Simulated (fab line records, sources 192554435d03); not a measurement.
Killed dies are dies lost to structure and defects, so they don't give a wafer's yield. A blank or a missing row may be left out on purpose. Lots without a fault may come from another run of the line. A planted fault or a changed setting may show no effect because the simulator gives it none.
Chamber matching | flow n5_finfet | N5_FIN_SAQP_ETCH_51 on rie_diel-03: 4 sister chambers
The step etches SiARC in CF4, target depth 45.5 nm, time 75.8 s. 4 wafers are shown with their chamber, then 11 later ones without.

WAFERS WITH THEIR CHAMBER
wafer  | chamber | drypump_motor_current_A (A)
L088.1 | 3       | 5.9
L088.5 | 2       | 6.1
L088.6 | 1       | 5.3
L090.1 | 0       | 5.5

WAFERS WITHOUT THEIR CHAMBER
wafer  | drypump_motor_current_A (A)
L090.2 | 5.3
L090.3 | 5.9
L090.4 | 6.1
L090.5 | 5.6
L090.6 | 5.9
L091.2 | 5.3
L091.3 | 5.5
L091.6 | 5.9
L093.1 | 5.9
L093.2 | 5.6
L093.5 | 5.5

WHICH CHAMBER EACH WENT THROUGH
wafer  | from the rows above | in truth
L090.2 | 1                   | 1
L090.3 | 3                   | 3
L090.4 | 2                   | 2
L090.5 | 0                   | 0
L090.6 | 3                   | 3
L091.2 | 1                   | 1
L091.3 | 0                   | 0
L091.6 | 3                   | 3
L093.1 | 3                   | 3
L093.2 | 0                   | 0
L093.5 | 0                   | 0
Placed correctly: 11 of 11. Can't be placed from these rows: 0. Placed wrongly: 0.
How it was worked out, from the rows above alone: a wafer's distance from a chamber is the root of the sum, over the readings, of the square of ((its reading less the chamber's mean) divided by the reading's scatter). The wafer belongs to the nearest chamber; if the next one is less than 2 further off, it can't be placed. A chamber's mean is the mean of its shown wafers. The scatter: with one shown wafer a chamber, the root of the mean of the squares of how far each hidden wafer lies from its nearest shown one.
